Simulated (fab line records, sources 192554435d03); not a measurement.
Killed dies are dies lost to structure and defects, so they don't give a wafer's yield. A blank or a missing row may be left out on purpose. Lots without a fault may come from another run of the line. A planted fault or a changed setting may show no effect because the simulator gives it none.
Chamber matching | flow n5_finfet | N5_BEOL_M2_STRIP_19 on rie_diel-04: 4 sister chambers
The step strips in O2. 20 wafers are shown with their chamber, then 10 later ones without.

WAFERS WITH THEIR CHAMBER
wafer  | chamber | showerhead_plenum_p_Torr (Torr) | drypump_motor_current_A (A) | throttle_valve_pct (%)
L075.1 | 0       | 2.08                            | 5.0                         | 17.0
L075.4 | 2       | 2.23                            | 6.3                         | 16.8
L075.6 | 1       | 2.14                            | 5.8                         | 16.4
L076.2 | 3       | 2.14                            | 6.3                         | 16.4
L076.5 | 2       | 2.23                            | 6.3                         | 16.7
L076.6 | 1       | 2.14                            | 5.8                         | 16.5
L078.1 | 2       | 2.23                            | 6.3                         | 16.8
L078.3 | 1       | 2.14                            | 5.8                         | 16.5
L078.6 | 1       | 2.14                            | 5.8                         | 16.5
L080.3 | 3       | 2.14                            | 6.3                         | 16.5
L080.4 | 1       | 2.14                            | 5.8                         | 16.5
L080.5 | 2       | 2.23                            | 6.3                         | 16.8
L083.2 | 3       | 2.14                            | 6.3                         | 16.5
L083.3 | 0       | 2.08                            | 5.0                         | 17.0
L083.4 | 2       | 2.23                            | 6.3                         | 16.8
L085.1 | 3       | 2.14                            | 6.2                         | 16.5
L085.3 | 0       | 2.08                            | 5.0                         | 17.0
L085.4 | 1       | 2.14                            | 5.8                         | 16.5
L086.1 | 3       | 2.14                            | 6.3                         | 16.5
L086.3 | 1       | 2.13                            | 5.8                         | 16.5

SIGNATURES (means of the wafers above)
reading                  | chamber 0 | chamber 1 | chamber 2 | chamber 3 | scatter within a chamber
showerhead_plenum_p_Torr | 2.0800    | 2.1386    | 2.2300    | 2.1400    | 0.00231
drypump_motor_current_A  | 5.000     | 5.800     | 6.300     | 6.280     | 0.0224
throttle_valve_pct       | 17.000    | 16.486    | 16.780    | 16.480    | 0.0392
Rule: a wafer's distance from a chamber is the root of the sum, over the readings, of the square of ((its reading less the chamber's mean) divided by the reading's scatter). The wafer belongs to the nearest chamber; if the next one is less than 2 further off, it can't be placed. The scatter: the root of (the sum of the squares of (reading less its chamber's mean) over the shown wafers, divided by (wafers less chambers)).

WAFERS WITHOUT THEIR CHAMBER
wafer  | showerhead_plenum_p_Torr (Torr) | drypump_motor_current_A (A) | throttle_valve_pct (%)
L086.5 | 2.22                            | 6.2                         | 16.8
L087.3 | 2.13                            | 5.8                         | 16.5
L087.4 | 2.07                            | 5.0                         | 17.1
L087.5 | 2.22                            | 6.3                         | 16.8
L089.1 | 2.07                            | 5.0                         | 17.1
L089.4 | 2.22                            | 6.3                         | 16.8
L089.6 | 2.07                            | 5.0                         | 17.0
L093.3 | 2.13                            | 5.8                         | 16.1
L093.4 | 2.13                            | 6.3                         | 16.5
L093.5 | 2.13                            | 5.8                         | 16.1

WHICH CHAMBER EACH WENT THROUGH
wafer  | from the rows above | in truth
L086.5 | 2                   | 2
L087.3 | 1                   | 1
L087.4 | 0                   | 0
L087.5 | 2                   | 2
L089.1 | 0                   | 0
L089.4 | 2                   | 2
L089.6 | 0                   | 0
L093.3 | 1                   | 1
L093.4 | 3                   | 3
L093.5 | 1                   | 1
Placed correctly: 10 of 10. Can't be placed from these rows: 0. Placed wrongly: 0.
